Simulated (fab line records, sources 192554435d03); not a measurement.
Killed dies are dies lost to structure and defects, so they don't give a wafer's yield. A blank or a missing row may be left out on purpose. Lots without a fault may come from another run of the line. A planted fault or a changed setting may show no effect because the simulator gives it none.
fab line records | flow n5_finfet
record lots=4 wafers=12 last_day=17
route steps=1938 shown BEOL_M8@1392 BEOL_M9@1401 PASSIVATION@1936
lots that met no fault: from a run of the same line without faults
start_h: hours from the record's first day to the start of the lot's first wafer shown | wait_h: hours since the lot's step before | " the same as in the row above | L1.1+2: a row that stands for several wafers | - no value, or no start given | * or withheld: withheld | < > ~ a bound
route shown NAME@n: a module of which the file shows steps, and the number in the route of the first | usual: mean/standard deviation of fault-free wafers | same: alike in all rows | chamber/n: place in a boat | sites: the reading at each site | _std_site: their standard deviation | _edge_site: outer sites' mean less inner sites' | radius_mm: how far each site lies from the wafer's centre | mask NAME#n: copy n | behind: the tool/chamber that last shaped the wafer | hold: why the lot was held/for how many hours/how that ended | device: the transistor (n, p or np) that didn't switch | end of line: the same wafers' tests at the end of the route | a step without rows: its recipe alone | killed: dies lost to structure and defects at the first sort, not the wafer's yield | map: a wafer's dies, x killed, . not, _ none there
set.NAME: the setting as run; set.NAME@STEP: as run at that earlier step | model.NAME: the simulator's own value behind a step, which no gauge read
lots at some steps of the route; a table a step, a row a wafer
services: from which hour (start_h, from the record's first day; less than 0 if before it) a tool's chamber was out of use, for how many hours, and why
## steps
# step N5_BEOL_M8_SPUTTER_48
# recipe material=Cu target_thk_a=100 temp_c=-20 bias_v=60 power_w=26000 chamber_pressure_pa=0.13 time_s=1.667
# step N5_BEOL_M8_ECD_50
# recipe material=Cu target_thk_a=3000
# step N5_BEOL_M8_ANNEAL_51
# recipe temp_c=225 time_s=90 ambient=N2
# step N5_BEOL_M8_CMP_52
# recipe stop_on=SiCOH_lowk t_overpolish_s=6.9 down_force_psi=1 platen_rpm=50 clearing_platen_down_force_psi=1.5 clearing_platen_rpm=50 post_cmp_clean=cu_alkaline target_thk_nm=80 clearing_platen_pad_velocity_m_s=0.99484 pad_velocity_m_s=0.99484
# step N5_BEOL_M8_PRE_CLEAN_55
# recipe gas=NH3 time_s=15 temp_c=withheld rf_power_w=300
# step N5_BEOL_M8_DEP_56
# recipe material=SiCN target_thk_a=100 temp_c=withheld precursor=3MS/NH3 pressure_torr=3 rf_w=202 time_s=17.5
# step N5_BEOL_M9_ILD_DEP_00
# recipe material=SiCOH_lowk target_thk_a=3085.1 temp_c=300 precursor=DEMS/porogen pressure_torr=5 rf_w=500 time_s=58
# step N5_BEOL_M9_CURE_71
# recipe temp_c=385 time_s=240 ambient=He/Ar material=SiCOH_lowk
# step N5_BEOL_M9_PECVD_70
# recipe material=SiO2 target_thk_a=200 temp_c=400 precursor=TEOS/O2 pressure_torr=5.5 rf_w=450 teos_flow_sccm=53.8 gas=O2 flow_sccm=3000 time_s=22.7
# usual heater_power_w=733/68 showerhead_plenum_p_Torr=8.82/0.056 susceptor_temp_C=399.96/0.22 throttle_valve_pct=22.2/1.4
# same time_s=22.7
# columns lot.wafer tool chamber start_h wait_h heater_power_w showerhead_plenum_p_Torr susceptor_temp_C throttle_valve_pct model.SiO2_of_BEOL_M9_PECVD_70.thk_nm
L222.2 pecvd-01 0 216.82 0.0 894 8.90 408.54 23.6 18.8
L222.4 " 0 " " 888 8.88 408.15 23.6 19
L222.6 " 0 " " 881 8.89 408.56 23.7 19.2
L224.1 pecvd-01 0 235.82 0.0 785 8.89 407.82 23.8 18.6
L224.2 " 1 " " 876 8.75 408.05 21.2 18.6
L224.4 " 2 " " 769 8.81 408.09 19.2 19
L241.1 pecvd-01 2 329.26 0.0 743 8.79 400.03 19.5 20
L241.5 " 2 " " 736 8.82 400.06 19.2 20
L241.6 " 1 " " 708 8.73 399.88 21.1 20
L239.2 pecvd-03 1 356.09 0.0 653 8.89 400.04 24.0 19.6
L239.3 " 0 " " 767 8.86 399.91 21.8 19.8
L239.6 " 0 " " 749 8.83 400.13 21.8 20
# step N5_BEOL_M9_HM_DEP_02
# recipe material=TiN target_thk_a=200 temp_c=25 chamber_pressure_pa=0.49996
# step N5_BEOL_M9_COAT_59
# recipe resist=SOC temp_c=250 time_s=60 spin_rpm=1500 resist_thk_nm=100
# step N5_BEOL_M9_COAT_60
# recipe resist=SiARC temp_c=220 time_s=60 spin_rpm=1500 resist_thk_nm=30
# step N5_BEOL_M9_COAT_05
# recipe resist=CAR-ArF spin_rpm=1500 resist_thk_nm=90
# step N5_BEOL_M9_EBR_07
# recipe solvent=PGMEA ebr_width_mm=1.5
# step N5_BEOL_M9_SOFTBAKE_06
# recipe temp_c=110 time_s=60 resist=CAR-ArF
# step N5_BEOL_M9_EXPOSE_08
# recipe mask_id=M9 na=1.35 source_shape=dipole sigma_inner=0.411 sigma_outer=0.611 polarization=te dose_mj=53.75
# step N5_BEOL_M9_PEB_09
# recipe peb_temp_c=withheld peb_time_s=60 resist=CAR-ArF
# step N5_BEOL_M9_DEVELOP_10
# recipe develop_time_s=30 developer=TMAH resist=CAR-ArF rinse_liquid=diw dry=air_spin dev_temp_c=23
# step N5_BEOL_M9_DESCUM_16
# recipe chemistry=O2 time_s=7.9 source_power_w=50 bias_power_w=20 pressure_mtorr=20 rf_frequency_hz=2.712e+07 temp_c=40 resist=CAR-ArF o2_flow_sccm=225
# step N5_BEOL_M9_ETCH_61
# recipe chemistry=CF4 target=SiARC target_depth_a=390 mask_material=CAR-ArF time_s=65 ion_energy_ev=80 pressure_mtorr=40 source_w=545 bias_w=36 Ar_flow_sccm=100 cf4_flow_sccm=100 ends=cleared
# step N5_BEOL_M9_ETCH_62
# recipe chemistry=N2/H2 target=SOC target_depth_a=1100 overetch_a=220 mask_material=SiARC temp_c=40 time_s=165 ion_energy_ev=200 pressure_mtorr=30 source_w=840 bias_w=150 n2_flow_sccm=200 h2_flow_sccm=200
# step N5_BEOL_M9_STRIP_68
# recipe chemistry=N2/H2 temp_c=40 n2_flow_sccm=200 h2_flow_sccm=200 rf_frequency_hz=6e+07
# step N5_BEOL_M9_STRIP_67
# recipe chemistry=CF4 resist=SiARC power_w=300 bias_power_w=75 pressure_mtorr=50 cf4_flow_sccm=150 rf_frequency_hz=6e+07
# step N5_BEOL_M9_HM_OPEN_17
# recipe chemistry=Cl2/BCl3 target_depth_a=200 overetch_a=60 target=TiN mask_material=SOC ion_energy_ev=150 pressure_mtorr=10 icp_w=1000 bias_w=126 Cl2_flow_sccm=53.25 bcl3_flow_sccm=21.75 Ar_flow_sccm=25
# step N5_BEOL_M9_STRIP_19
# recipe chemistry=O2 power_w=400 temp_c=40 pressure_mtorr=30 rf_frequency_hz=6e+07 bias_power_w=0 overash_fraction=0.2 o2_flow_sccm=225
# step N5_BEOL_M9_COAT_63
# recipe resist=SOC temp_c=250 time_s=60 spin_rpm=1500 resist_thk_nm=60
# step N5_BEOL_M9_COAT_64
# recipe resist=SiARC temp_c=220 time_s=60 spin_rpm=1500 resist_thk_nm=12
# step N5_BEOL_M9_COAT_75
# recipe resist=underlayer temp_c=205 time_s=60 spin_rpm=1500 resist_thk_nm=5
# step N5_BEOL_M9_COAT_22
# recipe resist=CAR-EUV spin_rpm=1500 resist_thk_nm=30
# step N5_BEOL_M9_EBR_24
# recipe solvent=PGMEA ebr_width_mm=1.5
# step N5_BEOL_M9_SOFTBAKE_23
# recipe temp_c=110 time_s=60 resist=CAR-EUV
# step N5_BEOL_M9_EXPOSE_25
# recipe mask_id=V8 na=0.33 source_shape=annular sigma_inner=0.4 sigma_outer=0.8 polarization=unpolarized dose_mj=37.25
# step N5_BEOL_M9_PEB_26
# recipe peb_temp_c=100 peb_time_s=60 resist=CAR-EUV
# step N5_BEOL_M9_DEVELOP_27
# recipe develop_time_s=30 developer=TMAH resist=CAR-EUV rinse_liquid=surfactant_rinse dry=air_spin dev_temp_c=23
# step N5_BEOL_M9_HM_STRIP_39
# recipe chemistry=peroxide_tin_strip material=TiN target_depth_a=250 temp_c=50 time_s=158
# usual temp_c=50.00/0.11
# same time_s=158
# columns lot.wafer tool chamber start_h wait_h temp_c model.SiO2_of_BEOL_M9_PECVD_70.thk_nm
L222.2 wet_bench-04 0 220.23 0.0 49.81 18.8
L222.4 " 1 " " 50.07 18.8
L222.6 " 3 " " 49.82 19
L224.1 wet_bench-01 2 242.01 0.0 49.68 18.4
L224.2 " 0 " " 49.88 18.4
L224.4 " 3 " " 49.87 18.8
L241.1 wet_bench-04 4 336.32 0.0 50.06 19.8
L241.5 " 3 " " 50.05 20
L241.6 " 1 " " 49.77 19.8
L239.2 wet_bench-04 2 361.95 0.0 49.98 19.4
L239.3 " 0 " " 49.89 19.6
L239.6 " 5 " " 50.04 19.8
# step N5_PASSIVATION_PROBE_49
# usual defect_limited_yield=91.4/1.3 killed_at_M0_to_M3=34/10 killed_at_M4_up=14/5.6 killed_at_contacts=13/5.9 killed_at_front_end=37/9.9 killed_at_other=3.5/2.8 killed_dies=101/15 killed_open=67/12 killed_short=32/6.6 sort_bin_5_function=5.0/0.81 sort_bin_6_memory=3.2/0.66 sort_n_pass=1079/15 sort_yield_pct=91.4/1.3
# same gross_dies=1180 killed_at_back_side=0 sort_bin_4_leakage[%]=0 sort_bin_8_speed[%]=0
# columns lot.wafer tool chamber start_h wait_h defect_limited_yield[%] killed_at_M0_to_M3 killed_at_M4_up killed_at_contacts killed_at_front_end killed_at_other killed_dies killed_open killed_short sort_bin_5_function[%] sort_bin_6_memory[%] sort_n_pass sort_yield_pct[%]
L222.2 prober-01 - 287.95 0.1 90.4 24 18 17 50 4 113 75 36 5.8 3.2 1067 90.4
L222.4 prober-01 - 288.05 0.2 90.5 32 15 12 50 3 112 70 42 4.9 4.3 1068 90.5
L222.6 prober-01 - 288.15 0.3 91.9 29 16 9 33 8 95 58 37 5.3 2.4 1085 91.9
L224.1 prober-02 - 308.64 0.0 90.3 51 19 9 33 2 114 85 28 5.7 3.7 1066 90.3
L224.2 prober-02 - 308.69 0.1 88.4 60 10 8 54 5 137 90 47 6.7 4.8 1043 88.4
L224.4 prober-02 - 308.79 0.2 90.4 36 8 12 53 4 113 73 40 5.3 4.0 1067 90.4
L241.1 prober-01 - 397.27 0.0 88.7 54 14 16 42 7 133 101 32 6.0 4.7 1047 88.7
L241.5 prober-01 - 397.47 0.2 91.3 32 10 13 46 2 103 66 37 4.8 3.6 1077 91.3
L241.6 prober-01 - 397.52 0.3 92.1 41 16 14 19 3 93 67 25 4.8 2.8 1087 92.1
# killed by level:class
L222.2 STI_FIN_REVEAL:geometric_particle:open=19 MOL_CONTACT_COAG:geometric_particle:open=13 BEOL_M4:geometric_particle:open=10 BEOL_M0_SAQP:geometric_particle:short=9 GATE_CUT:geometric_particle:short=6 FIN_SAQP:geometric_particle:open=5 BEOL_M2:geometric_particle:open=5 STI_FIN_REVEAL:geometric_particle:short=4
L222.4 FIN_SAQP:geometric_particle:short=13 STI_FIN_REVEAL:geometric_particle:open=12 MOL_CONTACT_COAG:geometric_particle:open=10 BEOL_M0_SAQP:geometric_particle:open=10 BEOL_M4:geometric_particle:open=9 FIN_SAQP:geometric_particle:open=7 BEOL_M0_SAQP:geometric_particle:short=7 BEOL_M0:geometric_particle:short=5
L222.6 BEOL_M0_SAQP:geometric_particle:short=13 FIN_SAQP:geometric_particle:short=9 BEOL_M0_SAQP:geometric_particle:open=9 STI_FIN_REVEAL:geometric_particle:open=8 MOL_CONTACT_COAG:geometric_particle:open=7 BEOL_M6:geometric_particle:open=4 STI_FIN_REVEAL:geometric_particle:short=3 BEOL_M4:geometric_particle:open=3
L224.1 BEOL_M0_SAQP:geometric_particle:open=13 BEOL_M2:geometric_particle:open=10 FIN_SAQP:geometric_particle:open=9 STI_FIN_REVEAL:geometric_particle:open=8 MOL_CONTACT_COAG:geometric_particle:open=8 BEOL_M3:geometric_particle:open=8 BEOL_M4:geometric_particle:open=8 BEOL_M0_SAQP:geometric_particle:short=7
L224.2 BEOL_M3:geometric_particle:open=27 FIN_SAQP:geometric_particle:short=14 STI_FIN_REVEAL:geometric_particle:open=13 FIN_SAQP:geometric_particle:open=8 BEOL_M0_SAQP:geometric_particle:open=8 BEOL_M2:geometric_particle:open=7 GATE_CUT:geometric_particle:short=6 STI_FIN_REVEAL:geometric_particle:short=5
L224.4 STI_FIN_REVEAL:geometric_particle:open=20 BEOL_M0_SAQP:geometric_particle:short=10 MOL_CONTACT_COAG:geometric_particle:open=9 STI_FIN_REVEAL:geometric_particle:short=8 BEOL_M2:geometric_particle:open=8 FIN_SAQP:geometric_particle:open=6 BEOL_M0_SAQP:geometric_particle:open=6 BEOL_M3:geometric_particle:open=6
L241.1 MOL_CONTACT_COAG:geometric_particle:open=14 BEOL_M0_SAQP:geometric_particle:short=14 BEOL_M0_SAQP:geometric_particle:open=13 BEOL_M2:geometric_particle:open=13 DUMMY_GATE:geometric_particle:open=10 BEOL_M4:geometric_particle:open=10 STI_FIN_REVEAL:geometric_particle:open=9 BEOL_M3:geometric_particle:open=9
L241.5 STI_FIN_REVEAL:geometric_particle:open=11 MOL_CONTACT_COAG:geometric_particle:open=10 BEOL_M0_SAQP:geometric_particle:short=8 BEOL_M0_SAQP:geometric_particle:open=7 FIN_SAQP:geometric_particle:open=6 GATE_CUT:geometric_particle:short=6 BEOL_M4:geometric_particle:open=6 BEOL_M2:geometric_particle:open=6
L241.6 MOL_CONTACT_COAG:geometric_particle:open=12 BEOL_M3:geometric_particle:open=12 BEOL_M0_SAQP:geometric_particle:open=11 BEOL_M0_SAQP:geometric_particle:short=8 BEOL_M4:geometric_particle:open=5 STARTING-WAFER:geometric_particle:open=5 FIN_SAQP:geometric_particle:open=3 GATE_CUT:geometric_particle:short=3
## services
# columns tool chamber start_h hours kind
pecvd-03 - 200.41 0.4 repair
pecvd-01 2 202.38 - clean
pecvd-01 2 202.38 - consumable_replace:showerhead
pecvd-01 2 202.38 29.0 scheduled_down
pecvd-01 2 202.38 29.0 vent_cycle
pecvd-03 0 214.70 6.0 repair
pecvd-01 0 272.18 70.1 repair
pecvd-03 - 309.27 0.5 repair
pecvd-03 1 335.09 5.5 scheduled_down
pecvd-03 - 358.62 2.8 repair
## key
first_sign step=N5_BEOL_M9_PECVD_70 reading=susceptor_temp_C direction=up sigmas=37 usual=* struck=*
effect none on later readings
model_effect step=N5_BEOL_M9_PECVD_70 value=SiO2_of_BEOL_M9_PECVD_70.thk_nm without=20 struck=18.87
model_effect step=N5_BEOL_M9_HM_STRIP_39 value=SiO2_of_BEOL_M9_PECVD_70.thk_nm without=19.8 struck=18.7
met_at N5_BEOL_M9_PECVD_70
struck_wafers L222.2,L222.4,L222.6,L224.1,L224.2,L224.4
fault kind=process_parameter_drift tool=pecvd-01 chamber=- onset_h=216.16 steps=N5_BEOL_M9_PECVD_70 channel=temp_c offset=* shape=step end_h=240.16 acts_in=* stated=*
